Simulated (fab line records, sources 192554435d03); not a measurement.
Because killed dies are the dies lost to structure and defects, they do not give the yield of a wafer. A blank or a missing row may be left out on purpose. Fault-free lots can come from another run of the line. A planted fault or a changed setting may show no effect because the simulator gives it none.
A lot that was struck, set against a sound lot || flow n5-finfet || 16 steps out of a route of 1938
Sound: the wafers L139.1, L139.4, L139.5. Struck: wafer L150.5. (L150.2 of the same lot was not struck and is left out.) The cause comes at the end.
Per side, at each step with rows, come the tool, then ch with its chambers, and then its first start. Under that, the readings that differ: sound wafers || struck wafers || difference of the means || sigmas: that difference in standard deviations of wafers without a fault.
alike: same words and numbers on both sides, and readings whose means sit less than 2 such deviations apart. not compared: any withheld reading, any reading some wafer has no value for, any bound like >300 that may hide the same value, and any number with overlapping values for which the record gives no deviation.
A row with sigmas, a row that says differs or no value, or rows on one side alone: a step with any of these is where the two part. Non-overlapping numbers with no deviation appear without sigmas and do not part them. A reading missing from all wafers of one side parts the sides only when that side holds two or more wafers.

first, 1 step without rows for these wafers: N5_BEOL_M1_DEVELOP_27 (develop time 30 s).
N5_BEOL_M1_CD_MEAS_28: target cd y 23.3 nm.
  sound on cd-sem-03 ch 0, day 7 13:19; struck on cd-sem-03 ch 0, day 10 08:34
  alike: cd-nm
N5_BEOL_M1_OVL_MEAS_29:
  sound on overlay-02 ch 0, day 7 13:21; struck on overlay-01 ch 0, day 10 08:36
  alike: V0_OVL
N5_BEOL_M1_INSPECT_30: inspects for defects (brightfield).
  sound on defect-inspect-01 at day 7 13:25; struck on defect-inspect-01 at day 10 08:39
  alike: raw-defect-count
then, 1 step without rows for these wafers: N5_BEOL_M1_DESCUM_33 (chemistry O2, time 7 s).
N5_BEOL_M1_ETCH_77: etches underlayer in N2/H2, target depth 6.5 nm, time 5.2 s.
  sound on rie-diel-03 ch 0,1, day 7 13:28; struck on rie-diel-03 ch 2, day 10 08:43
  alike: drypump-motor-current-A, etch-rf-on-time-s, h2-flow-sccm, oes-product-au, rf-fwd-power-W, rf-vpp-V, showerhead-plenum-p-Torr, throttle-valve-pct
  not compared: rf-hours-counter-h
N5_BEOL_M1_ETCH_69: etches SiARC in CF4, target depth 15.6 nm, time 26 s.
  sound on rie-diel-03 ch 0,1, day 7 13:29; struck on rie-diel-03 ch 2, day 10 08:44
  alike: cf4-flow-sccm, drypump-motor-current-A, etch-rf-on-time-s, mfc-ar-sccm, oes-product-au, rf-fwd-power-W, rf-vpp-V, showerhead-plenum-p-Torr, throttle-valve-pct
  not compared: rf-hours-counter-h
N5_BEOL_M1_ALD_98: deposits SiO2, target thk 2.5 nm, pulse time 1 s, co reactant pulse time 1 s.
  sound on ald-sin-01 ch 1,2, day 7 13:34; struck on ald-sin-02 ch 0, day 10 09:04
  alike: heater-power-w, precursor-pulse-height-rel
  not compared: since-wet-clean-h
N5_BEOL_M1_ETCHBACK_99: etches SiO2 in CHF3, target depth 5 nm, time 10.4 s.
  sound on rie-diel-04 ch 1,2, day 7 14:09; struck on rie-diel-02 ch 2, day 10 17:08
  alike: CHF3_flow_sccm, drypump-motor-current-A, mfc-ar-sccm, oes-product-au, rf-fwd-power-W, rf-vpp-V, showerhead-plenum-p-Torr, throttle-valve-pct
  not compared: rf-hours-counter-h
N5_BEOL_M1_ETCH_70: etches SOC in N2/H2, target depth 80 nm, overetch 16 nm, time 120 s.
  sound on rie-diel-04 ch 1,2, day 7 14:11; struck on rie-diel-02 ch 2, day 10 17:11
{"reading": "h2-flow-sccm (sccm)", "sound": "199.3 199.4 199.9", "struck": 201.1, "difference": "+1.6", "sigmas": "+2"}
{"reading": "rf-fwd-power-W (W)", "sound": "831.9 828.5 835.0", "struck": 838.5, "difference": "+6.7", "sigmas": "+2"}
  alike: drypump-motor-current-A, oes-product-au, rf-vpp-V, run-length-s, showerhead-plenum-p-Torr, temp-c, throttle-valve-pct
  not compared: rf-hours-counter-h
then, 2 steps without rows for these wafers: N5_BEOL_M1_STRIP_71 (strips in N2/H2); N5_BEOL_M1_STRIP_78 (strips in N2/H2).
N5_BEOL_M1_VIA_ETCH_34: etches the open film in C4F6/O2, target depth 67.8 nm, time 64.4 s.
  sound on rie-diel-04 ch 1,2, day 7 14:17; struck on rie-diel-02 ch 2, day 10 17:17
{"reading": "run-length-s (s)", "sound": "88.6 87.7 88.2", "struck": 92.7, "difference": "+4.5", "sigmas": "+12"}
{"reading": "model.etch.depth-nm (nm)", "sound": "66.4 68.12 66.92", "struck": 72.94, "difference": "+5.79", "sigmas": ""}
{"reading": "model.SOC_of_BEOL_M1_COAT_67.thk-nm (nm)", "sound": "52.4 52.4 52.2", "struck": 51.6, "difference": -0.7, "sigmas": ""}
  alike: drypump-motor-current-A, mfc-ar-sccm, oes-product-au, rf-fwd-power-W, rf-vpp-V, showerhead-plenum-p-Torr, throttle-valve-pct
  not compared: rf-hours-counter-h
then, 1 step without rows for these wafers: N5_BEOL_M1_STRIP_83 (strips in C4F6/O2).
N5_BEOL_M4_RC_MEAS_101:
  sound on prober-01 ch 0, day 9 23:02; struck on prober-02 ch 0, day 12 16:03
  alike: DIBL_N, DIBL_P, IOFF_N, IOFF_P, ION_N, ION_P, SS_N, SS_P, VT_N, VT_P
N5_PASSIVATION_PROBE_49:
  sound wafers here have rows in the record (prober-02, day 14 13:32); struck ones have none

WHERE THEY PART
First at N5_BEOL_M1_ETCH_70; last, within this record, at N5_PASSIVATION_PROBE_49.

WHY: what the simulator had put in
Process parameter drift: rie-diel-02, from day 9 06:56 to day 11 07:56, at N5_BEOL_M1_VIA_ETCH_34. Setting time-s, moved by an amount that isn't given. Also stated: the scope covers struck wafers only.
